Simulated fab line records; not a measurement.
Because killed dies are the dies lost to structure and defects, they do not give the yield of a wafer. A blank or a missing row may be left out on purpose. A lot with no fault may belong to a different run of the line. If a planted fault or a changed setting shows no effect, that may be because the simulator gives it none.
fab line records    flow n5-finfet
[record] lots = 10  wafers = 30  last-day = 17
route steps=1938 shown GATE_CUT@516 MOL_CONTACT_COAG@526 BEOL_M4@1111
lots that met no fault: from a run of the same line without faults
start-h: hours from the record's first day to the start of the lot's first wafer shown    wait-h: hours from the lot's prior step to this one    " as in the row above    L1.1+2: a row that stands for several wafers    - either no value or no given start    * or withheld: withheld    < > ~ a bound
route shown NAME@n: a module of which the file shows steps, and the number in the route of the first    usual: mean and standard deviation over wafers with no fault    same: alike in all rows    chamber/n: place in a boat    sites: the reading at each site    _std_site: the standard deviation of these    _edge_site: mean of outer sites minus mean of inner sites    radius-mm: how far each site lies from the wafer's centre    mask NAME#n: copy n    behind: the most recent tool/chamber to have shaped the wafer    hold: why the lot went on hold/how many hours it stayed there/how the hold came to an end    device: transistor that didn't switch, given as n, p or np    end of line: tests of these same wafers at the route's end    step lacking rows: just its recipe    killed: at the first sort, the dies lost to defects and structure; wafer yield is something else    map: the dies of a wafer, with x for killed, . for not killed, _ for no die there
set.NAME: the setting that was run; set.NAME@STEP: the one run at that earlier step    model.NAME: the simulator's own value behind a step, which no gauge read
steps of the route over a sample of lots; a table a step, a row a wafer
services: from which hour (start-h, from the record's first day; less than 0 if before it) a tool's chamber was out of use, for how many hours, and why
[[steps]]
[step N5_GATE_CUT_INSPECT_26]
[recipe] inspect-instrument = darkfield  mode = post-cmp
[usual] raw-defect-count = 40/16
lot.wafer  tool               chamber  start-h  wait-h  raw-defect-count
L305.1     defect-inspect-02  -        88.32    0.0     50
L305.4     "                  -        "        "       62
L305.6     "                  -        "        "       30
L307.1     defect-inspect-01  -        102.55   0.0     38
L307.3     "                  -        "        "       31
L307.5     "                  -        "        "       31
L310.1     defect-inspect-02  -        118.40   0.0     45
L310.2     "                  -        "        "       37
L310.4     "                  -        "        "       46
L313.1     defect-inspect-01  -        135.52   0.0     46
L313.4     "                  -        "        "       72
L313.6     "                  -        "        "       29
L315.1     defect-inspect-01  -        153.39   0.0     107
L315.2     "                  -        "        "       51
L315.3     "                  -        "        "       20
L319.3     defect-inspect-02  -        170.81   0.0     42
L319.4     "                  -        "        "       36
L319.6     "                  -        "        "       23
L323.1     defect-inspect-01  -        194.50   0.0     42
L323.2     "                  -        "        "       38
L323.5     "                  -        "        "       34
L326.1     defect-inspect-01  -        213.16   0.0     28
L326.2     "                  -        "        "       31
L326.3     "                  -        "        "       67
L327.1     defect-inspect-01  -        218.75   0.0     37
L327.4     "                  -        "        "       37
L327.5     "                  -        "        "       41
L328.2     defect-inspect-02  -        224.25   0.0     40
L328.4     "                  -        "        "       44
L328.5     "                  -        "        "       23
[step N5_MOL_CONTACT_COAG_CD_MEAS_08]
[recipe] target-cd-nm = 28  landing-energy-ev = 500  detector = se-inlens  polarity = opening
[usual] cd-nm = 28.08/0.28
[same] landing-energy-ev = 500
lot.wafer  tool       chamber  start-h  wait-h  cd-nm
L305.1     cd-sem-01  0        88.62    -       28.64
L305.4     "          0        "        "       28.29
L305.6     "          0        "        "       28.64
L307.1     cd-sem-02  0        102.85   -       28.01
L307.3     "          0        "        "       28.00
L307.5     "          0        "        "       28.20
L310.1     cd-sem-03  0        118.82   -       28.09
L310.2     "          0        "        "       28.18
L310.4     "          0        "        "       28.58
L313.1     cd-sem-02  0        135.94   -       27.47
L313.4     "          0        "        "       27.89
L313.6     "          0        "        "       28.19
L315.1     cd-sem-03  0        153.68   -       28.40
L315.2     "          0        "        "       28.17
L315.3     "          0        "        "       28.01
L319.3     cd-sem-03  0        171.11   -       28.44
L319.4     "          0        "        "       28.18
L319.6     "          0        "        "       28.06
L323.1     cd-sem-01  0        194.92   -       27.96
L323.2     "          0        "        "       27.97
L323.5     "          0        "        "       28.43
L326.1     cd-sem-01  0        213.64   -       27.99
L326.2     "          0        "        "       28.10
L326.3     "          0        "        "       27.74
L327.1     cd-sem-02  0        219.18   -       27.58
L327.4     "          0        "        "       27.67
L327.5     "          0        "        "       27.72
L328.2     cd-sem-01  0        224.67   -       27.97
L328.4     "          0        "        "       27.60
L328.5     "          0        "        "       28.02
[step N5_MOL_CONTACT_COAG_IMPLANT_129]
[recipe] species = Ge  energy-kev = 3  dose-cm2 = 6e+14  tilt-deg = 0  rotation-deg = 0
[usual] beam-energy-keV = 3.0002/0.00084  end-station-pressure-torr = 5.8e-06/3.2e-07
lot.wafer  tool          chamber  start-h  wait-h  beam-energy-keV  end-station-pressure-torr
L305.1     implanter-01  0        89.52    0.0     2.9994           5.8e-06
L305.4     "             0        "        "       3.0001           6.1e-06
L305.6     "             0        "        "       3.0003           5.7e-06
L307.1     implanter-01  0        103.40   0.0     3.0008           6.1e-06
L307.3     "             0        "        "       2.9995           6e-06
L307.5     "             0        "        "       3.0003           5.3e-06
L310.1     implanter-02  0        119.37   0.0     2.9998           5.6e-06
L310.2     "             0        "        "       2.9997           5.9e-06
L310.4     "             0        "        "       2.9993           5.9e-06
L313.1     implanter-01  0        136.50   0.0     3.0001           5.3e-06
L313.4     "             0        "        "       3.0002           5.7e-06
L313.6     "             0        "        "       3.0010           5.9e-06
L315.1     implanter-01  0        154.24   0.0     3.0007           6.3e-06
L315.2     "             0        "        "       2.9999           6.3e-06
L315.3     "             0        "        "       3.0004           5.7e-06
L319.3     implanter-01  0        171.72   0.1     7.7931           1.12e-05
L319.4     "             0        "        "       7.7903           1.1e-05
L319.6     "             0        "        "       7.7909           1.21e-05
L323.1     implanter-01  0        195.48   0.0     7.7904           1.15e-05
L323.2     "             0        "        "       7.7899           1.05e-05
L323.5     "             0        "        "       7.7918           1.07e-05
L326.1     implanter-02  0        215.64   1.4     3.0004           5.6e-06
L326.2     "             0        "        "       2.9998           5.3e-06
L326.3     "             0        "        "       3.0000           5.5e-06
L327.1     implanter-02  0        219.73   0.0     3.0015           5.7e-06
L327.4     "             0        "        "       3.0008           5.8e-06
L327.5     "             0        "        "       3.0005           5.7e-06
L328.2     implanter-02  0        225.27   0.1     3.0006           6e-06
L328.4     "             0        "        "       3.0010           6e-06
L328.5     "             0        "        "       3.0011           6.2e-06
[step N5_MOL_CONTACT_COAG_SIL_ANNEAL_21]
[recipe] temp-c = 550  time-s = 60  ambient = N2
[usual] lamp-power-pct = 5.8/0.4  lamp_zone_6_pct = 5.8/0.39  lamp_zone_7_pct = 6.1/0.42  wafer_temp_C_max = 552.7/0.52
lot.wafer  tool           chamber  start-h  wait-h  lamp-power-pct  lamp_zone_6_pct  lamp_zone_7_pct  wafer_temp_C_max
L305.1     rtp-anneal-01  0        91.19    0.2     5.5             5.5              5.8              553.1
L305.4     "              0        "        "       5.5             5.5              5.8              553.0
L305.6     "              0        "        "       5.5             5.5              5.8              552.2
L307.1     rtp-anneal-01  0        104.49   0.2     5.5             5.5              5.8              552.8
L307.3     "              0        "        "       5.5             5.5              5.8              552.5
L307.5     "              0        "        "       5.5             5.5              5.8              552.7
L310.1     rtp-anneal-02  0        120.60   0.2     6.4             6.3              6.7              552.8
L310.2     "              0        "        "       6.4             6.3              6.7              553.4
L310.4     "              0        "        "       6.4             6.3              6.7              552.3
L313.1     rtp-anneal-01  0        137.91   0.2     5.5             5.5              5.8              553.1
L313.4     "              0        "        "       5.5             5.5              5.8              552.9
L313.6     "              0        "        "       5.5             5.5              5.8              553.2
L315.1     rtp-anneal-01  0        156.31   0.2     5.5             5.5              5.8              552.5
L315.2     "              0        "        "       5.5             5.5              5.8              553.2
L315.3     "              0        "        "       5.5             5.5              5.8              552.9
L319.3     rtp-anneal-02  0        173.28   0.3     6.4             6.3              6.7              552.5
L319.4     "              0        "        "       6.4             6.3              6.7              553.4
L319.6     "              0        "        "       6.4             6.3              6.7              552.2
L323.1     rtp-anneal-02  0        198.19   0.2     6.4             6.3              6.7              552.5
L323.2     "              0        "        "       6.4             6.3              6.7              552.7
L323.5     "              0        "        "       6.4             6.3              6.7              552.8
L326.1     rtp-anneal-01  0        217.68   0.2     5.5             5.5              5.8              552.0
L326.2     "              0        "        "       5.5             5.5              5.8              552.0
L326.3     "              0        "        "       5.5             5.5              5.8              552.4
L327.1     rtp-anneal-02  0        221.10   0.2     6.4             6.3              6.7              552.9
L327.4     "              0        "        "       6.4             6.3              6.7              553.2
L327.5     "              0        "        "       6.4             6.3              6.7              553.6
L328.2     rtp-anneal-02  0        226.84   0.3     6.4             6.3              6.7              553.4
L328.4     "              0        "        "       6.4             6.3              6.7              553.0
L328.5     "              0        "        "       6.4             6.3              6.7              552.6
[step N5_BEOL_M4_RC_MEAS_101]
[usual] DIBL_N = 36.8/1.5  DIBL_P = 37.1/2.1  IOFF_N = 0.168/0.03  IOFF_P = 0.22/0.034  ION_N = 679/12  ION_P = 466/8  SS_N = 71.7/0.58  SS_P = 73.5/0.67  VT_N = 248.8/2.7  VT_P = -250/3.3
lot.wafer  tool       chamber  start-h  wait-h  DIBL_N[mV/V]  DIBL_P[mV/V]  IOFF_N[nA/um]  IOFF_P[nA/um]  ION_N[uA/um]  ION_P[uA/um]  SS_N[mV/dec]  SS_P[mV/dec]  VT_N[mV]  VT_P[mV]
L305.1     prober-02  0        156.19   0.0     38.6          39.9          0.204          0.24           683           463           73.2          74.1          247.3     -249
L305.4     "          0        "        "       34.9          35.0          0.135          0.17           662           455           71.3          73.5          250.8     -256
L305.6     "          0        "        "       38.5          39.9          0.213          0.25           679           466           71.6          74.3          244.0     -247
L307.1     prober-01  0        181.48   0.0     37.0          36.1          0.146          0.19           678           461           71.5          73.5          249.8     -253
L307.3     "          0        "        "       36.9          36.0          0.146          0.20           675           462           70.6          72.9          247.4     -249
L307.5     "          0        "        "       37.1          36.1          0.148          0.20           672           461           70.9          73.4          248.0     -250
L310.1     prober-01  0        185.76   0.0     37.7          38.3          0.187          0.26           678           467           72.6          74.2          247.7     -246
L310.2     "          0        "        "       39.2          37.7          0.213          0.24           680           460           72.9          73.9          248.0     -247
L310.4     "          0        "        "       34.7          33.1          0.126          0.17           667           458           71.5          73.1          252.7     -252
L313.1     prober-02  0        211.98   0.0     38.5          38.9          0.202          0.22           682           455           72.4          74.0          246.2     -250
L313.4     "          0        "        "       35.3          36.3          0.153          0.19           678           466           72.1          73.2          250.0     -253
L313.6     "          0        "        "       37.8          39.0          0.204          0.24           696           467           72.0          74.1          245.2     -249
L315.1     prober-02  0        216.12   0.0     40.3          41.8          0.264          0.28           698           468           72.5          74.9          243.8     -250
L315.2     "          0        "        "       36.5          36.5          0.150          0.18           660           452           70.7          74.0          251.1     -253
L315.3     "          0        "        "       38.9          41.4          0.217          0.27           677           467           72.4          74.1          244.8     -249
L319.3     prober-02  0        246.82   0.3     41.2          40.8          0.236          0.29           676           462           72.2          76.2          246.2     -251
L319.4     "          0        "        "       36.5          34.4          0.136          0.19           661           458           71.1          73.5          253.6     -254
L319.6     "          0        "        "       35.5          32.9          0.122          0.17           655           449           71.1          72.4          254.0     -252
L323.1     prober-01  0        268.45   0.0     38.4          38.2          0.186          0.22           694           474           72.1          73.4          246.9     -253
L323.2     "          0        "        "       37.9          37.6          0.166          0.22           675           459           71.7          73.5          245.7     -252
L323.5     "          0        "        "       37.8          38.1          0.190          0.23           706           478           72.4          74.2          244.3     -248
L326.1     prober-02  0        288.14   0.0     39.5          39.8          0.233          0.28           712           478           71.8          74.5          244.4     -247
L326.2     "          0        "        "       36.3          36.0          0.149          0.21           687           472           71.4          73.2          250.9     -249
L326.3     "          0        "        "       37.7          37.7          0.182          0.23           695           476           72.2          73.2          248.9     -250
L327.1     prober-02  0        296.59   0.0     33.4          33.0          0.126          0.19           679           469           71.3          72.9          252.8     -251
L327.4     "          0        "        "       34.7          34.8          0.147          0.22           681           472           71.5          73.4          252.4     -247
L327.5     "          0        "        "       36.5          36.2          0.164          0.26           678           474           72.4          73.0          248.7     -246
L328.2     prober-01  0        314.67   0.2     37.7          38.6          0.167          0.25           676           467           71.3          73.1          249.5     -246
L328.4     "          0        "        "       38.0          37.2          0.171          0.22           680           469           71.0          72.6          249.2     -248
L328.5     "          0        "        "       35.4          34.7          0.135          0.18           667           455           71.3          72.9          252.4     -251
[[services]]
tool           chamber  start-h  hours  kind
rtp-anneal-01  -        81.37    3.6    pm
implanter-01   -        202.83   90.4   repair
implanter-02   -        208.41   6.7    repair
[[key]]
[first-sign] step = N5_MOL_CONTACT_COAG_IMPLANT_129  reading = beam-energy-keV  direction = up  sigmas = 99+  usual = 3.0002  struck = 7.7911
[effect] step = N5_MOL_CONTACT_COAG_IMPLANT_129  reading = end-station-pressure-torr  direction = up  sigmas = 17  usual = 5.8e-06  struck = 1.12e-05
met-at N5_MOL_CONTACT_COAG_IMPLANT_129
struck-lots L319,L323
not-acting-at N5_GATE_CUT_INSPECT_26,N5_MOL_CONTACT_COAG_CD_MEAS_08,N5_MOL_CONTACT_COAG_SIL_ANNEAL_21
onset-between 154.24 171.72
[fault] kind = process-parameter-drift  tool = implanter-01  chamber = -  onset-h = 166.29  steps = N5_MOL_CONTACT_COAG_IMPLANT_129  channel = energy-kev  offset = 4.7913  shape = step  end-h = 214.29  acts-in = these-recipes-only  stated = 3
